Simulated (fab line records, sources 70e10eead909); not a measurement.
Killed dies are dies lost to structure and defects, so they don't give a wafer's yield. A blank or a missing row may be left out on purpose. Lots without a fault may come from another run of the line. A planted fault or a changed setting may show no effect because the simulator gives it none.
fab line records | flow nand_harc | part 1 of 2: steps 1 to 21 of 32
record lots=5 wafers=15 last_day=23
route steps=1159 shown A_SGD_CUT@762 A_SLIT@779
lots that met no fault: from a run of the same line without faults
start_h: hours from the record's first day to the start of the lot's first wafer shown | wait_h: hours since the lot's step before | " the same as in the row above | L1.1+2: a row that stands for several wafers | - no value, or no start given | * or withheld: withheld | < > ~ a bound
route shown NAME@n: a module of which the file shows steps, and the number in the route of the first | usual: mean/standard deviation of fault-free wafers | same: alike in all rows | chamber/n: place in a boat | sites: the reading at each site | _std_site: their standard deviation | _edge_site: outer sites' mean less inner sites' | radius_mm: how far each site lies from the wafer's centre | mask NAME#n: copy n | behind: the tool/chamber that last shaped the wafer | hold: why the lot was held/for how many hours/how that ended | device: the transistor (n, p or np) that didn't switch | end of line: the same wafers' tests at the end of the route | a step without rows: its recipe alone | killed: dies lost to structure and defects at the first sort, not the wafer's yield | map: a wafer's dies, x killed, . not, _ none there
set.NAME: the setting as run; set.NAME@STEP: as run at that earlier step | model.NAME: the simulator's own value behind a step, which no gauge read
lots at some steps of the route; a table a step, a row a wafer
services: from which hour (start_h, from the record's first day; less than 0 if before it) a tool's chamber was out of use, for how many hours, and why
## steps
# step NHARC_A_SGD_CUT_ETCH_58
# recipe target_depth_a=390 over_etch_frac=0.3 time_s=65 ion_energy_ev=80 cf4_flow_sccm=150 ar_flow_sccm=0 rf_w=300 bias_w=100 chemistry=CF4
# usual cf4_flow_sccm=150.0/0.4 drypump_motor_current_A=5.6/0.33 oes_product_au=1.000/0.0076 rf_vpp_V=151.7/1.1 showerhead_plenum_p_Torr=1.80/0.071 throttle_valve_pct=13.284/0.0091
# same time_s=65
# columns lot.wafer tool chamber start_h wait_h cf4_flow_sccm drypump_motor_current_A oes_product_au rf_hours_counter_h rf_vpp_V showerhead_plenum_p_Torr throttle_valve_pct
L074.3 rie_diel-09 0 306.48 0.1 150.2 6.0 0.993 2 153.1 1.81 13.288
L074.1 " 1 " " 149.6 5.3 1.013 2 152.0 1.80 13.288
L074.6 " 2 " " 150.0 5.9 0.992 - 151.9 1.73 13.278
L075.2 rie_diel-11 3 320.30 0.1 149.6 5.7 0.998 10 152.6 1.89 13.277
L075.1 " 0 " " 149.8 5.5 1.002 11 153.4 1.89 13.260
L075.5 " 1 " " 150.2 5.6 1.008 - 153.0 1.87 13.275
L081.1 rie_diel-09 1 350.34 0.1 150.0 5.3 1.003 5 151.6 1.80 13.272
L081.4 " 3 " " 150.0 5.8 0.979 4 151.5 1.72 13.287
L081.5 " 1 " " 150.5 5.3 1.001 - 151.8 1.80 13.274
L090.3 rie_diel-07 0 400.11 0.1 150.0 6.0 1.006 16 149.9 1.69 13.272
L090.4 " 2 " " 150.1 5.5 1.004 16 152.3 1.82 13.270
L090.5 " 3 " " 149.3 5.4 1.004 - 150.7 1.76 13.284
L094.4 rie_diel-09 0 421.67 0.1 149.8 5.9 1.010 9 150.4 1.80 13.288
L094.2 " 1 " " 150.4 5.3 0.982 10 152.3 1.80 13.285
L094.3 " 2 " " 149.4 6.0 0.988 10 151.1 1.73 13.287
# step NHARC_A_SGD_CUT_ETCH_59
# recipe target_depth_a=2600 over_etch_frac=0.25 time_s=406.25 ion_energy_ev=200 n2_flow_sccm=150 h2_flow_sccm=150 ar_flow_sccm=0 rf_w=400 bias_w=150 chemistry=N2/H2
# usual drypump_motor_current_A=5.5/0.35 oes_product_au=1.000/0.0083 rf_vpp_V=431.5/2.6 showerhead_plenum_p_Torr=2.08/0.09 throttle_valve_pct=14.171/0.0094
# same time_s=406.25
# columns lot.wafer tool chamber start_h wait_h drypump_motor_current_A oes_product_au rf_hours_counter_h rf_vpp_V showerhead_plenum_p_Torr throttle_valve_pct
L074.3 rie_diel-09 3 - - 5.8 0.988 2 428.7 1.97 14.179
L074.1 " 1 " " 5.3 0.996 2 432.1 2.08 14.162
L074.6 " 2 " " 5.9 0.993 - 428.2 1.99 14.166
L075.1 rie_diel-11 2 - - 4.7 1.007 11 434.1 2.19 14.189
L075.2 " 0 " " 5.5 1.001 11 434.1 2.19 14.175
L075.5 " 2 " " 4.7 1.003 - 434.0 2.19 14.179
L081.1 rie_diel-09 2 - - 6.0 0.981 5 430.4 1.99 14.166
L081.4 " 3 " " 5.8 0.983 4 428.6 1.97 14.177
L081.5 " 1 " " 5.3 0.993 - 431.9 2.08 14.161
L090.4 rie_diel-07 2 - - 5.5 1.009 16 432.5 2.11 14.170
L090.3 " 3 " " 5.3 1.004 17 429.4 2.03 14.149
L090.5 " 0 " " 5.9 1.006 - 428.4 1.94 14.177
L094.4 rie_diel-09 0 - - 5.9 0.995 9 431.9 2.08 14.178
L094.3 " 1 " " 5.3 0.997 10 431.1 2.08 14.152
L094.2 " 2 " " 6.0 1.007 10 428.9 1.99 14.167
# step NHARC_A_SGD_CUT_ETCH_15
# recipe target_depth_a=750 time_s=64.3 ch3f_flow_sccm=50 o2_flow_sccm=30 ar_flow_sccm=200 rf_w=500 bias_w=100 chemistry=CH3F/O2
# usual drypump_motor_current_A=5.5/0.36 oes_product_au=0.964/0.016 rf_vpp_V=264.6/1.7 showerhead_plenum_p_Torr=2.51/0.1 throttle_valve_pct=20.664/0.0094
# same time_s=64.3
# columns lot.wafer tool chamber start_h wait_h drypump_motor_current_A oes_product_au rf_hours_counter_h rf_vpp_V showerhead_plenum_p_Torr throttle_valve_pct
L074.3 rie_diel-09 3 - - 5.8 0.964 2 261.7 2.38 20.665
L074.1 " 1 " " 5.3 0.986 2 265.9 2.51 20.653
L074.6 " 0 " " 5.9 0.971 - 264.8 2.51 20.671
L075.2 rie_diel-11 1 - - 5.6 0.927 11 265.9 2.60 20.671
L075.1 " 2 " " 4.7 0.934 11 266.0 2.63 20.654
L075.5 " 0 " " 5.5 0.923 - 266.5 2.63 20.650
L081.1 rie_diel-09 1 - - 5.3 0.970 5 264.7 2.51 20.658
L081.4 " 2 " " 6.0 0.961 5 264.0 2.40 20.674
L081.5 " 0 " " 6.0 0.962 - 265.3 2.51 20.678
L090.3 rie_diel-07 1 - - 5.3 0.968 19 262.5 2.36 20.669
L090.4 " 3 " " 5.4 0.961 18 263.2 2.45 20.659
L090.5 " 1 " " 5.3 0.982 - 262.3 2.36 20.668
L094.4 rie_diel-09 0 - - 5.9 0.957 9 263.5 2.51 20.676
L094.3 " 1 " " 5.3 0.959 10 263.8 2.50 20.672
L094.2 " 2 " " 6.0 0.970 10 262.5 2.40 20.663
# step NHARC_A_SGD_CUT_ETCH_16
# recipe target_depth_a=3105 time_s=155.2 c4f8_flow_sccm=withheld o2_flow_sccm=8 ar_flow_sccm=withheld rf_w=600 bias_w=800 chemistry=C4F8/O2/Ar
# usual oes_product_au=0.973/0.012 rf_vpp_V=725/4.2
# same time_s=155.2
# columns lot.wafer tool chamber start_h wait_h oes_product_au rf_hours_counter_h rf_vpp_V
L074.3 rie_diel-09 1 - - 0.977 2 725
L074.1 " 3 " " 0.959 2 720
L074.6 " 1 " " 0.964 - 726
L075.1 rie_diel-11 3 - - 0.939 11 730
L075.2 " 1 " " 0.950 11 728
L075.5 " 3 " " 0.947 - 729
L081.1 rie_diel-09 0 - - 0.979 4 726
L081.4 " 2 " " 0.960 5 721
L081.5 " 0 " " 0.979 - 728
L090.4 rie_diel-07 0 - - 0.988 16 719
L090.3 " 2 " " 0.981 16 727
L090.5 " 1 " " 0.987 - 720
L094.4 rie_diel-09 1 - - 0.966 10 726
L094.2 " 2 " " 0.978 10 721
L094.3 " 0 " " 0.965 9 725
# step NHARC_A_SGD_CUT_STRIP_60
# recipe c4f8_flow_sccm=withheld o2_flow_sccm=8 ar_flow_sccm=withheld bias_w=0 chemistry=C4F8/O2/Ar
# columns lot.wafer tool chamber start_h wait_h
L074.3+1+6 rie_diel-09 3,0,3 - -
L075.2+1+5 rie_diel-11 1,3,1 - -
L081.4+1+5 rie_diel-09 2,0,3 - -
L090.3+4+5 rie_diel-07 2,3,0 - -
L094.2+3+4 rie_diel-09 1,2,0 - -
# step NHARC_A_SGD_CUT_STRIP_17
# recipe o2_flow_sccm=500 ar_flow_sccm=0 bias_w=0 chemistry=O2
# usual drypump_motor_current_A=5.6/0.34 oes_product_au=0.999/0.0085 rf_vpp_V=58.0/0.89 showerhead_plenum_p_Torr=3.58/0.14 throttle_valve_pct=17.037/0.0092
# columns lot.wafer tool chamber start_h wait_h drypump_motor_current_A oes_product_au rf_hours_counter_h rf_vpp_V showerhead_plenum_p_Torr throttle_valve_pct
L074.3 rie_diel-09 2 - - 5.9 0.995 2 57.0 3.45 17.048
L074.1 " 1 " " 5.3 0.987 2 59.0 3.60 17.029
L074.6 " 2 " " 6.0 0.997 - 56.6 3.45 17.022
L075.2 rie_diel-11 1 - - 5.6 1.008 11 59.1 3.72 17.031
L075.1 " 3 " " 5.6 1.008 11 59.1 3.78 17.056
L075.5 " 1 " " 5.6 1.019 - 58.0 3.72 17.028
L081.1 rie_diel-09 3 - - 5.8 0.980 5 58.9 3.42 17.030
L081.4 " 0 " " 6.0 0.991 5 58.5 3.60 17.048
L081.5 " 0 " " 6.0 0.988 - 58.6 3.60 17.036
L090.4 rie_diel-07 0 - - 6.0 1.009 17 57.7 3.37 17.038
L090.3 " 2 " " 5.5 1.000 16 57.8 3.64 17.031
L090.5 " 0 " " 6.0 1.016 - 59.7 3.37 17.038
L094.4 rie_diel-09 0 - - 6.0 1.003 9 59.0 3.60 17.052
L094.3 " 2 " " 6.0 0.998 10 58.1 3.45 17.029
L094.2 " 3 " " 5.7 0.987 9 57.5 3.42 17.041
# step NHARC_A_SGD_CUT_PRECLEAN_18
# recipe time_s=* temp_c=50 bath_age_min=0 chemistry=SC1
# usual nh4oh_flow_mL_min=28.31/0.099
# same time_s=*
# columns lot.wafer tool chamber start_h wait_h nh4oh_flow_mL_min
L074.6 wet_bench-07 0 307.42 - 28.27
L074.3 " 2 " " 28.34
L074.1 " 4 " " 28.21
L075.5 wet_bench-03 2 321.56 - 28.23
L075.2 " 3 " " 28.34
L075.1 " 7 " " 28.31
L081.4 wet_bench-07 3 351.46 - 28.35
L081.5 " 5 " " 28.13
L081.1 " 6 " " 28.29
L090.4 wet_bench-07 6 401.00 - 28.16
L090.5 " 7 " " 28.35
L090.3 " 0 " " 28.38
L094.3 wet_bench-03 7 422.56 - 28.35
L094.2 " 0 " " 28.29
L094.4 " 1 " " 28.39
# step NHARC_A_SGD_CUT_SRD_19
# columns lot.wafer tool chamber start_h wait_h
L074.6+3+1 wet_bench-07 0,2,4 - -
L075.5+2+1 wet_bench-03 2,3,7 - -
L081.4+5+1 wet_bench-07 3,5,6 - -
L090.4+5+3 wet_bench-07 6,7,0 - -
L094.3+2+4 wet_bench-03 7,0,1 - -
# step NHARC_A_SGD_CUT_DEP_20
# recipe target_thk_a=1500 temp_c=65 material=SiO2
# columns lot.wafer tool chamber start_h wait_h
L074.1+3+6 fcvd-02 1,0,1 307.56 -
L075.2+1+5 fcvd-01 0,1,0 321.70 -
L081.1+4+5 fcvd-02 1,0,0 351.59 -
L090.3+4+5 fcvd-02 1,0,0 401.19 -
L094.2+4+3 fcvd-02 0,0,1 422.71 -
# step NHARC_A_SGD_CUT_ANNEAL_27
# recipe temp_c=450 time_s=1800
# same time_s=1800
# columns lot.wafer tool chamber start_h wait_h
L074.1+3+6 furnace-03 0 310.09 2.5
L075.1+2+5 furnace-08 0 324.86 3.1
L081.1+4+5 furnace-08 0 354.00 2.4
L090.3+4+5 furnace-08 0 404.02 2.8
L094.2+3+4 furnace-03 0 427.60 4.9
# step NHARC_A_SGD_CUT_CMP_21
# recipe target_thk_nm=148.19
# usual motor_current_A=12.0/1.2 time_to_endpoint_s=50.0/2.1
# columns lot.wafer tool chamber start_h wait_h motor_current_A time_to_endpoint_s
L074.3 cmp-02 0 311.57 0.4 13.1 49.6
L074.1 " 1 " " 10.7 49.8
L074.6 " 3 " " 12.7 52.0
L075.1 cmp-01 3 326.36 0.4 11.0 51.8
L075.2 " 0 " " 11.7 50.7
L075.5 " 1 " " 12.5 47.8
L081.1 cmp-04 0 355.53 0.4 15.7 52.6
L081.4 " 1 " " 10.0 52.0
L081.5 " 2 " " 12.8 48.5
L090.4 cmp-04 1 405.53 0.4 9.0 51.5
L090.3 " 2 " " 13.1 49.7
L090.5 " 3 " " 11.8 50.6
L094.4 cmp-04 2 429.10 0.4 12.9 48.9
L094.3 " 0 " " 14.6 47.7
L094.2 " 1 " " 9.1 50.3
# step NHARC_A_SGD_CUT_THK_MEAS_22
# recipe thk_meas_gauge=ellipsometry
# usual thk_nm=148.0/1.4
# columns lot.wafer tool chamber start_h wait_h thk_nm
L074.1 film_metro-02 - 311.81 0.2 148.6
L074.3 " - " " 147.3
L074.6 " - " " 147.2
L075.1 film_metro-01 - 326.57 0.2 148.0
L075.2 " - " " 147.5
L075.5 " - " " 146.2
L081.1 film_metro-02 - 355.73 0.2 147.7
L081.4 " - " " 148.2
L081.5 " - " " 144.5
L090.3 film_metro-02 - 405.74 0.2 147.0
L090.4 " - " " 151.5
L090.5 " - " " 146.7
L094.2 film_metro-02 - 429.35 0.2 148.5
L094.3 " - " " 147.6
L094.4 " - " " 147.0
# step NHARC_A_SGD_CUT_SRD_23
# columns lot.wafer tool chamber start_h wait_h
L074.6+3+1 wet_bench-03 4,5,0 311.85 0.0
L075.1+5+2 wet_bench-04 5,6,7 326.61 0.0
L081.5+1+4 wet_bench-04 2,3,5 355.78 0.0
L090.3+4+5 wet_bench-03 0,2,3 405.78 0.0
L094.4+2+3 wet_bench-04 7,0,4 429.39 0.0
# step NHARC_A_SGD_CUT_ETCH_26
# recipe target_depth_a=458 chemistry=dHF material=SiO2
# columns lot.wafer tool chamber start_h wait_h
L074.6+3+1 wet_bench-03 4,5,0 311.88 0.0
L075.1+5+2 wet_bench-04 5,6,7 326.63 0.0
L081.5+1+4 wet_bench-04 2,3,5 355.80 0.0
L090.3+4+5 wet_bench-03 0,2,3 405.81 0.0
L094.4+2+3 wet_bench-04 7,0,4 429.42 0.0
# step NHARC_A_SGD_CUT_ETCHBACK_24
# recipe target_depth_a=500 over_etch_frac=0.3 time_s=92.857 ion_energy_ev=120 ch3f_flow_sccm=50 o2_flow_sccm=30 ar_flow_sccm=200 rf_w=500 bias_w=100 chemistry=CH3F/O2
# usual drypump_motor_current_A=5.5/0.36 oes_product_au=0.98/0.032 rf_vpp_V=244.9/1.7 showerhead_plenum_p_Torr=2.51/0.1 throttle_valve_pct=20.664/0.0084
# same time_s=92.857
# columns lot.wafer tool chamber start_h wait_h drypump_motor_current_A oes_product_au rf_hours_counter_h rf_vpp_V showerhead_plenum_p_Torr throttle_valve_pct
L074.1 rie_diel-11 2 312.08 0.2 4.7 1.01 10 246.2 2.63 20.662
L074.3 " 3 " " 5.6 1.00 10 246.3 2.64 20.653
L074.6 " 1 " " 5.6 1.00 - 246.6 2.60 20.664
L075.2 rie_diel-07 0 326.81 0.2 5.9 1.01 10 242.8 2.35 20.657
L075.1 " 2 " " 5.5 1.00 8 243.5 2.54 20.651
L075.5 " 3 " " 5.3 1.01 - 244.1 2.46 20.660
L081.1 rie_diel-07 2 355.97 0.2 5.5 1.01 11 246.1 2.54 20.651
L081.4 " 0 " " 5.9 1.01 12 242.6 2.35 20.659
L081.5 " 2 " " 5.5 1.00 - 245.4 2.54 20.664
L090.4 rie_diel-09 1 405.97 0.2 5.3 1.00 9 245.2 2.51 20.671
L090.3 " 3 " " 5.8 0.98 8 243.1 2.38 20.666
L090.5 " 1 " " 5.3 0.99 - 243.2 2.51 20.661
L094.2 rie_diel-09 3 429.59 0.2 5.8 0.92 10 243.5 2.38 20.659
L094.4 " 0 " " 5.9 0.92 10 245.7 2.51 20.665
L094.3 " 1 " " 5.3 0.93 11 244.8 2.50 20.668
# step NHARC_A_SGD_CUT_STRIP_28
# recipe time_s=20 o2_flow_sccm=500 ar_flow_sccm=0 bias_w=0 chemistry=O2
# usual drypump_motor_current_A=5.5/0.37 oes_product_au=1.000/0.0072 rf_vpp_V=57.9/0.87 showerhead_plenum_p_Torr=3.60/0.15 throttle_valve_pct=17.037/0.0099
# same time_s=20
# columns lot.wafer tool chamber start_h wait_h drypump_motor_current_A oes_product_au rf_hours_counter_h rf_vpp_V showerhead_plenum_p_Torr throttle_valve_pct
L074.1 rie_diel-11 1 - - 5.6 1.006 11 59.2 3.72 17.034
L074.3 " 2 " " 4.7 1.012 10 58.6 3.76 17.039
L074.6 " 2 " " 4.7 1.015 - 58.0 3.76 17.035
L075.2 rie_diel-07 1 - - 5.3 1.000 11 57.3 3.39 17.027
L075.1 " 3 " " 5.3 1.006 9 56.7 3.53 17.044
L075.5 " 1 " " 5.4 0.997 - 57.8 3.39 17.050
L081.4 rie_diel-07 3 - - 5.3 0.996 13 56.2 3.52 17.041
L081.1 " 0 " " 5.9 1.003 12 56.7 3.38 17.040
L081.5 " 0 " " 5.9 1.003 - 57.3 3.38 17.043
L090.3 rie_diel-09 3 - - 5.8 0.995 8 56.8 3.42 17.034
L090.4 " 2 " " 5.9 0.999 9 58.1 3.45 17.040
L090.5 " 0 " " 6.0 0.994 - 57.3 3.60 17.054
L094.2 rie_diel-09 0 - - 6.0 0.999 10 57.6 3.60 17.035
L094.3 " 1 " " 5.3 1.009 11 57.3 3.59 17.054
L094.4 " 2 " " 6.0 1.011 11 57.3 3.45 17.038
# step NHARC_A_SGD_CUT_INSPECT_25
# usual raw_defect_count=312/87
# columns lot.wafer tool chamber start_h wait_h raw_defect_count
L074.1 defect_inspect-01 - 312.29 - 473
L074.3 " - " " 344
L074.6 " - " " 376
L075.1 defect_inspect-02 - 327.04 - 595
L075.2 " - " " 474
L075.5 " - " " 629
L081.1 defect_inspect-02 - 356.21 - 229
L081.4 " - " " 638
L081.5 " - " " 312
L090.3 defect_inspect-01 - 406.20 - 189
L090.4 " - " " 263
L090.5 " - " " 213
L094.2 defect_inspect-01 - 429.90 - 291
L094.3 " - " " 329
L094.4 " - " " 291
# step NHARC_A_SLIT_DEP_25
# recipe target_thk_a=2000 temp_c=400 pressure_torr=6.5 rf_w=900 teos_flow_sccm=161.4 flow_sccm=2650 target_thk_nm=200 gas=O2 material=SiO2
# usual heater_power_outer_w=317/45 heater_power_w=564/55 throttle_valve_pct=16.2/0.48
# columns lot.wafer tool chamber start_h wait_h heater_power_outer_w heater_power_w throttle_valve_pct
L074.1 pecvd-03 0 312.36 0.1 376 611 16.3
L074.3 " 1 " " 371 613 16.0
L074.6 " 2 " " 325 541 16.2
L075.2 pecvd-01 0 327.15 0.1 273 545 15.6
L075.1 " 1 " " 263 469 16.7
L075.5 " 0 " " 281 554 15.6
L081.1 pecvd-01 2 356.35 0.1 364 681 15.4
L081.5 " 0 " " 299 602 15.7
L081.4 " 2 " " 252 525 15.2
L090.3 pecvd-01 2 406.27 0.1 347 657 15.4
L090.5 " 2 " " 351 650 15.6
L090.4 " 0 " " 245 522 15.5
L094.3 pecvd-03 0 430.12 0.2 307 547 16.6
L094.2 " 1 " " 406 671 15.9
L094.4 " 0 " " 315 555 16.5
# step NHARC_A_SLIT_DEP_00
# recipe target_thk_a=32000 temp_c=400 material=aC
# usual throttle_valve_pct=35.001/0.01
# columns lot.wafer tool chamber start_h wait_h throttle_valve_pct
L074.1 acl_dep-01 0 312.70 - 35.013
L074.3 " 0 " " 35.001
L074.6 " 0 " " 34.991
L075.1 acl_dep-01 0 327.55 - 34.978
L075.2 " 0 " " 34.998
L075.5 " 0 " " 35.019
L081.1 acl_dep-03 0 358.08 - 34.998
L081.4 " 0 " " 34.992
L081.5 " 0 " " 34.997
L090.3 acl_dep-01 0 408.51 - 35.010
L090.4 " 0 " " 35.002
L090.5 " 0 " " 35.000
L094.2 acl_dep-03 0 431.19 - 35.003
L094.3 " 0 " " 35.002
L094.4 " 0 " " 35.016
# step NHARC_A_SLIT_DEP_23
# recipe target_thk_a=1000 target_thk_nm=100 temp_c=400 pressure_torr=3.5 flow_sccm=200 rf_w=350 material=SiON
# usual heater_power_outer_w=467/41 heater_power_w=768/59
# columns lot.wafer tool chamber start_h wait_h heater_power_outer_w heater_power_w
L074.1 pecvd-02 1 314.72 1.7 403 693
L074.3 " 2 " " 567 909
L074.6 " 2 " " 559 916
L075.1 pecvd-01 2 329.55 1.7 498 847
L075.2 " 0 " " 421 766
L075.5 " 2 " " 510 846
L081.1 pecvd-02 1 360.07 1.7 409 691
L081.4 " 1 " " 417 689
L081.5 " 2 " " 510 862
L090.3 pecvd-03 2 409.89 1.0 441 702
L090.4 " 1 " " 448 698
L090.5 " 0 " " 401 686
L094.3 pecvd-02 1 432.88 1.0 467 753
L094.2 " 2 " " 470 788
L094.4 " 1 " " 454 762
# step NHARC_A_SLIT_DEHYDRATE_01
# recipe temp_c=150 time_s=120
# usual exhaust_pa=44.8/0.82
# same time_s=120
# columns lot.wafer tool chamber start_h wait_h exhaust_pa
L074.1 litho_track-06 0 314.96 0.2 45.0
L074.3 " 0 " " 44.8
L074.6 " 0 " " 45.1
L075.1 litho_track-06 0 329.80 0.2 46.8
L075.2 " 0 " " 44.9
L075.5 " 0 " " 44.3
L081.1 litho_track-04 0 360.34 0.2 44.5
L081.4 " 0 " " 45.5
L081.5 " 0 " " 44.7
L090.3 litho_track-06 0 410.13 0.2 45.1
L090.4 " 0 " " 45.6
L090.5 " 0 " " 44.9
L094.2 litho_track-06 0 433.12 0.2 47.4
L094.3 " 0 " " 44.6
L094.4 " 0 " " 44.9
